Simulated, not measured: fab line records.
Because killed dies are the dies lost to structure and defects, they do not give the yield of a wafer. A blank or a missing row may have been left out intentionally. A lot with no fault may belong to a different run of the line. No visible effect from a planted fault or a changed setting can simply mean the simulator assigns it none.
fab line records ; flow nand-harc
record: lots: 12; wafers: 36; last-day: 28
route steps=1159 shown A_CONTACT@840 END@1159
lots untouched by any fault: they come from a run of this same line in which no faults occurred
start-h: start of the lot's first displayed wafer, in hours after the record's first day ; wait-h: time in hours since the lot's previous step ; " repeats the value in the row above ; L1.1+2: a row that stands for several wafers ; - no value, or no start given ; * or withheld: withheld ; < > ~ a bound
route shown NAME@n: NAME is a module with steps in the file, n the number in the route of the first one ; usual: mean/standard deviation taken from wafers without a fault ; same: alike in all rows ; chamber/n: place in a boat ; sites: readings site by site ; _std_site: standard deviation of those values ; _edge_site: mean of outer sites minus mean of inner sites ; radius-mm: for every site, how far away it sits from the centre of the wafer ; mask NAME#n: copy n ; behind: tool/chamber where the wafer was last shaped ; hold: why the lot went on hold/how many hours it stayed there/how the hold came to an end ; device: whichever transistor did not switch (one of n, p or np) ; end of line: at the end of the route, the tests of the same wafers ; where a step has no rows: the recipe by itself ; killed: count of dies lost to structure and defects at first sort (not the wafer's yield) ; map: per-die view of a wafer (x killed, . not killed, _ where there is no die)
set.NAME: the setting that was run; set.NAME@STEP: the one run at that earlier step ; model.NAME: the simulator's own value behind a step, which no gauge read
route steps across a sampled set of lots; one table per step, one row per wafer
services: the hour from which a tool's chamber was out of use, counted from the record's first day as start-h (under 0 if before that day), plus the number of hours and why
== steps ==
step: NHARC_A_CONTACT_DEP_24
recipe: target-thk-a: 5000; temp-c: 400; pressure-torr: 6.5; rf-w: 900; teos-flow-sccm: 161.4; flow-sccm: 2650; target-thk-nm: 500; gas: O2; material: SiO2
usual: heater-power-w: 529/89; throttle-valve-pct: 15.7/0.49
lot.wafer;tool;chamber;start-h;wait-h;heater-power-w;throttle-valve-pct
L314.1;pecvd-03;2;441.66;0.1;515;15.5
L314.3;pecvd-03;0;441.66;0.1;617;14.9
L314.6;pecvd-03;1;441.66;0.1;607;15.6
L312.1;pecvd-03;1;447.30;0.1;656;15.6
L312.2;pecvd-03;2;447.30;0.1;476;15.1
L312.6;pecvd-03;0;447.30;0.1;639;14.9
L310.1;pecvd-02;1;447.51;0.2;507;15.5
L310.5;pecvd-02;0;447.51;0.2;522;15.7
L310.6;pecvd-02;1;447.51;0.2;515;15.8
L316.5;pecvd-03;0;457.38;0.2;717;15.1
L316.4;pecvd-03;1;457.38;0.2;617;15.7
L316.6;pecvd-03;2;457.38;0.2;587;15.5
L315.4;pecvd-04;0;464.67;0.3;358;15.3
L315.5;pecvd-04;1;464.67;0.3;504;16.0
L315.6;pecvd-04;2;464.67;0.3;503;16.7
L317.3;pecvd-04;1;464.92;0.3;501;16.1
L317.2;pecvd-04;2;464.92;0.3;502;16.6
L317.6;pecvd-04;0;464.92;0.3;476;15.3
L320.2;pecvd-02;2;470.79;0.1;675;15.5
L320.5;pecvd-02;1;470.79;0.1;484;15.5
L320.4;pecvd-02;0;470.79;0.1;608;15.9
L325.2;pecvd-04;2;508.99;0.1;479;16.3
L325.4;pecvd-04;1;508.99;0.1;519;15.9
L325.5;pecvd-04;2;508.99;0.1;509;16.1
L331.2;pecvd-04;2;520.01;0.2;526;16.4
L331.5;pecvd-04;1;520.01;0.2;505;16.2
L331.4;pecvd-04;2;520.01;0.2;544;16.4
L326.1;pecvd-04;2;524.38;0.2;543;16.7
L326.2;pecvd-04;1;524.38;0.2;535;16.3
L326.6;pecvd-04;2;524.38;0.2;414;16.5
L322.1;pecvd-04;2;532.80;0.1;535;16.7
L322.3;pecvd-04;0;532.80;0.1;375;15.7
L322.5;pecvd-04;2;532.80;0.1;407;16.1
L333.1;pecvd-04;2;541.55;0.1;472;16.8
L333.2;pecvd-04;1;541.55;0.1;432;16.4
L333.6;pecvd-04;0;541.55;0.1;484;15.1
step: NHARC_A_CONTACT_DEP_28
recipe: target-thk-a: 36000; temp-c: 400; material: aC
usual: throttle-valve-pct: 35.000/0.0084
lot.wafer;tool;chamber;start-h;wait-h;throttle-valve-pct
L314.1;acl-dep-03;0;442.20;0.1;34.997
L314.3;acl-dep-03;0;442.20;0.1;35.015
L314.6;acl-dep-03;0;444.02;1.9;35.010
L312.1;acl-dep-03;0;447.90;0.1;34.995
L312.2;acl-dep-03;0;447.90;0.1;35.002
L312.6;acl-dep-03;0;449.72;1.9;34.994
L310.1;acl-dep-02;0;447.99;0.1;34.998
L310.5;acl-dep-02;0;449.47;1.5;35.014
L310.6;acl-dep-02;0;449.47;1.5;34.995
L316.4;acl-dep-02;0;464.02;6.3;35.004
L316.5;acl-dep-02;0;464.02;6.3;35.014
L316.6;acl-dep-02;0;464.02;6.3;35.003
L317.2;acl-dep-01;0;469.53;4.1;34.991
L317.3;acl-dep-01;0;469.53;4.1;34.994
L317.6;acl-dep-01;0;471.00;5.6;34.997
L315.4;acl-dep-02;0;469.78;4.7;35.000
L315.5;acl-dep-02;0;469.78;4.7;34.999
L315.6;acl-dep-02;0;469.78;4.7;34.989
L320.2;acl-dep-03;0;474.05;2.8;35.008
L320.4;acl-dep-03;0;474.05;2.8;34.990
L320.5;acl-dep-03;0;474.05;2.8;35.005
L325.2;acl-dep-02;0;509.91;0.4;35.001
L325.4;acl-dep-02;0;509.91;0.4;35.001
L325.5;acl-dep-02;0;509.91;0.4;35.025
L331.2;acl-dep-03;0;521.49;1.1;35.007
L331.4;acl-dep-03;0;521.49;1.1;35.007
L331.5;acl-dep-03;0;521.49;1.1;35.004
L326.1;acl-dep-01;0;525.74;0.8;35.009
L326.2;acl-dep-01;0;525.74;0.8;35.015
L326.6;acl-dep-01;0;527.59;2.7;35.003
L322.1;acl-dep-03;0;534.81;1.5;35.004
L322.3;acl-dep-03;0;534.81;1.5;35.011
L322.5;acl-dep-03;0;534.81;1.5;35.012
L333.1;acl-dep-02;0;544.80;2.7;35.001
L333.2;acl-dep-02;0;544.80;2.7;35.006
L333.6;acl-dep-02;0;546.61;4.5;35.008
step: NHARC_A_CONTACT_INSPECT_44
usual: raw-defect-count: 28/15
lot.wafer;tool;chamber;start-h;wait-h;raw-defect-count
L314.1;defect-inspect-02;-;445.25;0.0;6
L314.3;defect-inspect-02;-;445.25;0.0;7
L314.6;defect-inspect-02;-;445.25;0.0;9
L312.1;defect-inspect-01;-;450.95;0.0;4
L312.2;defect-inspect-01;-;450.95;0.0;5
L312.6;defect-inspect-01;-;450.95;0.0;15
L310.1;defect-inspect-02;-;451.10;0.0;20
L310.5;defect-inspect-02;-;451.10;0.0;19
L310.6;defect-inspect-02;-;451.10;0.0;34
L316.4;defect-inspect-02;-;466.11;0.0;27
L316.5;defect-inspect-02;-;466.11;0.0;25
L316.6;defect-inspect-02;-;466.11;0.0;21
L315.4;defect-inspect-02;-;471.74;0.0;9
L315.5;defect-inspect-02;-;471.74;0.0;12
L315.6;defect-inspect-02;-;471.74;0.0;14
L317.2;defect-inspect-02;-;472.25;0.0;35
L317.3;defect-inspect-02;-;472.25;0.0;33
L317.6;defect-inspect-02;-;472.25;0.0;43
L320.2;defect-inspect-01;-;476.65;0.0;26
L320.4;defect-inspect-01;-;476.65;0.0;37
L320.5;defect-inspect-01;-;476.65;0.0;31
L325.2;defect-inspect-01;-;512.51;0.0;36
L325.4;defect-inspect-01;-;512.51;0.0;42
L325.5;defect-inspect-01;-;512.51;0.0;21
L331.2;defect-inspect-02;-;524.18;0.0;770
L331.4;defect-inspect-02;-;524.18;0.0;791
L331.5;defect-inspect-02;-;524.18;0.0;766
L326.1;defect-inspect-01;-;528.90;0.0;26
L326.2;defect-inspect-01;-;528.90;0.0;25
L326.6;defect-inspect-01;-;528.90;0.0;35
L322.1;defect-inspect-02;-;537.84;0.0;804
L322.3;defect-inspect-02;-;537.84;0.0;781
L322.5;defect-inspect-02;-;537.84;0.0;718
L333.1;defect-inspect-02;-;547.86;0.0;15
L333.2;defect-inspect-02;-;547.86;0.0;11
L333.6;defect-inspect-02;-;547.86;0.0;16
step: NHARC_A_CONTACT_DESCUM_47
recipe: time-s: 3; o2-flow-sccm: 200; ar-flow-sccm: 0; bias-power-w: 0; chemistry: O2
usual: drypump-motor-current-A: 5.8/0.61; oes-product-au: 0.997/0.008; rf-vpp-V: 57.7/0.92; showerhead-plenum-p-Torr: 1.93/0.084; throttle-valve-pct: 11.311/0.0084
lot.wafer;tool;chamber;start-h;wait-h;drypump-motor-current-A;oes-product-au;rf-hours-counter-h;rf-vpp-V;showerhead-plenum-p-Torr;throttle-valve-pct
L314.3;rie-diel-06;3;445.31;0.1;5.9;0.991;4;58.0;2.00;11.315
L314.1;rie-diel-06;2;445.31;0.1;5.3;1.001;4;57.2;1.80;11.320
L314.6;rie-diel-06;0;445.31;0.1;6.7;0.979;-;58.3;1.95;11.309
L312.2;rie-diel-04;0;451.03;0.1;6.4;1.008;78;57.9;1.82;11.319
L312.1;rie-diel-04;1;451.03;0.1;5.4;1.003;75;57.5;1.93;11.308
L312.6;rie-diel-04;2;451.03;0.1;6.4;0.997;-;58.9;1.92;11.301
L310.1;rie-diel-05;1;451.19;0.1;6.1;1.000;40;56.4;1.86;11.317
L310.5;rie-diel-05;0;451.19;0.1;5.2;0.996;-;57.8;1.91;11.322
L310.6;rie-diel-05;1;451.19;0.1;6.1;1.000;-;58.4;1.86;11.319
L316.4;rie-diel-05;3;466.33;0.2;5.5;0.994;50;55.8;1.82;11.301
L316.5;rie-diel-05;0;466.33;0.2;5.3;0.984;-;57.8;1.90;11.304
L316.6;rie-diel-05;1;466.33;0.2;6.1;1.008;-;58.9;1.86;11.329
L315.4;rie-diel-06;1;471.83;0.1;5.0;0.994;11;59.5;2.04;11.306
L315.6;rie-diel-06;2;471.83;0.1;5.3;1.008;-;57.2;1.80;11.307
L315.5;rie-diel-06;3;471.83;0.1;5.9;0.994;-;59.0;2.00;11.323
L317.2;rie-diel-06;1;472.41;0.2;5.0;1.000;12;58.1;2.04;11.308
L317.3;rie-diel-06;3;472.41;0.2;5.8;1.004;11;57.2;2.00;11.314
L317.6;rie-diel-06;2;472.41;0.2;5.3;1.003;-;55.0;1.80;11.306
L320.4;rie-diel-06;3;476.72;0.1;5.9;0.989;14;59.0;2.00;11.319
L320.2;rie-diel-06;1;476.72;0.1;5.0;0.998;13;59.2;2.03;11.307
L320.5;rie-diel-06;3;476.72;0.1;5.9;1.006;-;56.4;2.00;11.301
L325.4;rie-diel-06;2;512.57;0.1;5.3;1.004;19;56.4;1.79;11.316
L325.2;rie-diel-06;0;512.57;0.1;6.7;0.995;20;56.7;1.95;11.325
L325.5;rie-diel-06;3;512.57;0.1;5.9;0.997;-;58.9;1.99;11.309
L331.4;rie-diel-06;2;524.26;0.1;5.3;1.001;22;56.7;1.79;11.305
L331.2;rie-diel-06;3;524.26;0.1;5.9;0.996;22;57.9;1.99;11.308
L331.5;rie-diel-06;1;524.26;0.1;5.0;0.992;-;58.8;2.03;11.323
L326.1;rie-diel-06;1;528.97;0.1;5.0;0.996;24;57.2;2.03;11.299
L326.2;rie-diel-06;3;528.97;0.1;5.9;0.993;24;57.3;1.99;11.301
L326.6;rie-diel-06;0;528.97;0.1;6.7;0.992;-;56.6;1.94;11.304
L322.1;rie-diel-04;0;537.92;0.1;6.4;1.003;24;58.0;1.81;11.317
L322.3;rie-diel-04;1;537.92;0.1;5.4;0.992;25;58.7;1.92;11.308
L322.5;rie-diel-04;3;537.92;0.1;5.1;1.004;-;57.5;2.03;11.323
L333.2;rie-diel-05;2;547.93;0.1;6.4;0.991;8;56.6;1.96;11.315
L333.1;rie-diel-05;3;547.93;0.1;5.5;0.990;8;56.8;1.81;11.299
L333.6;rie-diel-05;2;547.93;0.1;6.5;0.994;-;58.7;1.96;11.314
step: NHARC_A_CONTACT_ETCH_112
recipe: source-w: withheld; pressure-mtorr: 20; bias-v: 3000; time-s: 94; target-depth-a: 9220; ar-flow-sccm: withheld; c4f8-flow-sccm: withheld; o2-flow-sccm: withheld; chemistry: C4F8/O2/Ar
lot.wafer;tool;chamber;start-h;wait-h;rf-hours-counter-h
L314.1;har-cap-etch-01;1;446.78;0.1;54
L314.3;har-cap-etch-01;0;446.78;0.1;-
L314.6;har-cap-etch-01;0;446.78;0.1;-
L312.1;har-cap-etch-03;0;452.47;0.2;81
L312.2;har-cap-etch-03;1;452.47;0.2;81
L312.6;har-cap-etch-03;1;452.47;0.2;-
L310.1;har-cap-etch-02;0;452.95;0.2;11
L310.5;har-cap-etch-02;1;452.95;0.2;-
L310.6;har-cap-etch-02;0;452.95;0.2;-
L316.4;har-cap-etch-01;1;468.40;0.1;-
L316.5;har-cap-etch-01;1;468.40;0.1;-
L316.6;har-cap-etch-01;0;468.40;0.1;-
L315.4;har-cap-etch-01;0;473.80;0.1;-
L315.6;har-cap-etch-01;1;473.80;0.1;-
L315.5;har-cap-etch-01;0;473.80;0.1;-
L317.2;har-cap-etch-02;1;474.15;0.1;18
L317.3;har-cap-etch-02;0;474.15;0.1;-
L317.6;har-cap-etch-02;1;474.15;0.1;-
L320.2;har-cap-etch-03;1;478.22;0.1;89
L320.4;har-cap-etch-03;1;478.22;0.1;-
L320.5;har-cap-etch-03;1;478.22;0.1;-
L325.2;har-cap-etch-01;1;514.07;0.1;71
L325.4;har-cap-etch-01;1;514.07;0.1;-
L325.5;har-cap-etch-01;1;514.07;0.1;-
L331.2;har-cap-etch-03;0;525.92;0.1;98
L331.4;har-cap-etch-03;0;525.92;0.1;-
L331.5;har-cap-etch-03;1;525.92;0.1;-
L326.2;har-cap-etch-02;1;530.46;0.2;31
L326.1;har-cap-etch-02;0;530.46;0.2;31
L326.6;har-cap-etch-02;0;530.46;0.2;-
L322.1;har-cap-etch-03;0;539.37;0.1;103
L322.3;har-cap-etch-03;1;539.37;0.1;-
L322.5;har-cap-etch-03;1;539.37;0.1;-
L333.2;har-cap-etch-02;0;550.00;0.2;36
L333.1;har-cap-etch-02;1;550.00;0.2;36
L333.6;har-cap-etch-02;1;550.00;0.2;-
step: NHARC_END_SORT_01
recipe: temp-c: 25
usual: killed-at-array: 29/11; killed-at-other: 0.5/0.85; killed-at-periphery: 3.0/2.3; killed-dies: 33/12; killed-open: 3.3/1.9; killed-short: 2.0/1.5
same: gross-dies: 677
lot.wafer;tool;chamber;start-h;wait-h;killed-at-array;killed-at-other;killed-at-periphery;killed-dies;killed-open;killed-short
L317.2;prober-01;0;604.08;2.8;36;0;1;37;3;2
L331.2;prober-01;0;643.00;2.8;135;0;3;138;1;1
L331.4;prober-01;0;644.60;3.4;141;1;6;148;2;0
L331.5;prober-01;0;645.39;3.7;128;0;4;132;2;1
L322.1;prober-02;0;654.24;2.5;123;0;4;127;6;3
L322.3;prober-02;0;655.84;3.1;136;0;3;139;10;0
L322.5;prober-02;0;657.44;3.7;145;0;1;146;1;1
killed by level:class
L317.2 A_SLIT:chamber-film-flake=14 A_CHANNEL_HOLE_D1:chamber-film-flake=13 A_CONTACT:chamber-film-flake=3 P_CONTACT:geometric-particle:short=1 A_CHANNEL_HOLE_D1:geometric-particle:open=1 A_CHANNEL_FILL_D1:geometric-particle:open=1 A_WL_FILL:geometric-particle:short=1 A_M0:geometric-particle:open=1
L331.2 A_CONTACT:unspecified=94 A_CHANNEL_HOLE_D1:chamber-film-flake=16 A_SLIT:chamber-film-flake=16 A_CONTACT:chamber-film-flake=5 P_STI:chamber-film-flake=2 P_CONTACT:geometric-particle:short=1 A_ONON_D1:geometric-particle:open=1 A_CHANNEL_FILL_D1:chamber-film-flake=1
L331.4 A_CONTACT:unspecified=93 A_SLIT:chamber-film-flake=18 A_CHANNEL_HOLE_D1:chamber-film-flake=16 A_CHANNEL_FILL_D1:chamber-film-flake=4 P_STI:chamber-film-flake=4 A_CONTACT:chamber-film-flake=4 A_STAIRCASE:chamber-film-flake=2 A_BLC:geometric-particle:open=1
L331.5 A_CONTACT:unspecified=87 A_CHANNEL_HOLE_D1:chamber-film-flake=15 A_SLIT:chamber-film-flake=12 A_CONTACT:chamber-film-flake=4 P_STI:chamber-film-flake=3 A_STAIRCASE:chamber-film-flake=3 A_CHANNEL_FILL_D1:geometric-particle:open=2 A_WL_FILL:chamber-film-flake=2
L322.1 A_CONTACT:unspecified=83 A_SLIT:chamber-film-flake=18 A_CHANNEL_HOLE_D1:chamber-film-flake=13 A_CONTACT:chamber-film-flake=2 P_CONTACT:geometric-particle:open=1 P_M0:geometric-particle:open=1 P_M1:geometric-particle:open=1 P_M1:geometric-particle:short=1
L322.3 A_CONTACT:unspecified=90 A_SLIT:chamber-film-flake=19 A_CHANNEL_HOLE_D1:chamber-film-flake=14 A_CONTACT:geometric-particle:open=4 A_CONTACT:chamber-film-flake=4 A_ONON_D1:geometric-particle:open=3 P_M0:geometric-particle:open=1 A_CHANNEL_FILL_D1:geometric-particle:open=1
L322.5 A_CONTACT:unspecified=96 A_SLIT:chamber-film-flake=24 A_CHANNEL_HOLE_D1:chamber-film-flake=21 A_STAIRCASE:chamber-film-flake=2 A_SGD_CUT:geometric-particle:short=1 A_CONTACT:geometric-particle:open=1 P_GATE:chamber-film-flake=1
== services ==
tool;chamber;start-h;hours;kind
rie-diel-05;1;417.88;5.9;repair
rie-diel-06;-;418.69;9.0;pm
rie-diel-06;0;418.69;9.0;vent-cycle
rie-diel-06;1;418.69;9.0;vent-cycle
rie-diel-06;2;418.69;9.0;vent-cycle
rie-diel-06;3;418.69;9.0;vent-cycle
rie-diel-06;0;427.69;-;clean
rie-diel-06;1;427.69;-;clean
rie-diel-06;2;427.69;-;clean
rie-diel-06;3;427.69;-;clean
rie-diel-05;3;449.53;12.9;repair
rie-diel-04;3;461.57;8.7;repair
rie-diel-04;-;466.00;9.0;pm
har-cap-etch-01;-;467.90;0.2;repair
pecvd-03;-;473.16;13.0;pm
acl-dep-01;-;474.44;13.0;pm
pecvd-02;1;481.59;9.4;repair
rie-diel-05;1;481.75;4.3;repair
pecvd-02;0;481.85;19.0;repair
pecvd-03;1;499.50;6.4;repair
pecvd-02;-;515.14;13.0;pm
rie-diel-05;-;518.18;9.0;pm
acl-dep-02;-;531.80;13.0;pm
har-cap-etch-03;-;545.00;17.0;pm
== key ==
first-sign: step: NHARC_A_CONTACT_INSPECT_44; reading: raw-defect-count; direction: up; sigmas: 51; usual: 28; struck: 772
effect: step: NHARC_END_SORT_01; reading: killed-at-array; direction: up; sigmas: 9.7; usual: 29; struck: 135
more-kills-born-at: NHARC_A_CONTACT_DEP_28@acl-dep-03: 543
met-at NHARC_A_CONTACT_DEP_28
struck-lots L322,L331
tester-left-out L322,L331
not-acting-at NHARC_A_CONTACT_DEP_24,NHARC_A_CONTACT_DESCUM_47,NHARC_A_CONTACT_ETCH_112
onset-between 474.05 521.49
fault: kind: chamber-particle-source; tool: acl-dep-03; chamber: -; onset-h: 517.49; steps: NHARC_A_CONTACT_DEP_28; rate-per-visit-cm2: 1.1177; end-h: 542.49
tester-left-out: of these lots the tester's yield and bins aren't shown, on N5 and GAA mostly nor the transistor test; their killed dies are dies lost to structure and defects alone, not to doping, threshold or leakage, so they don't give the yield
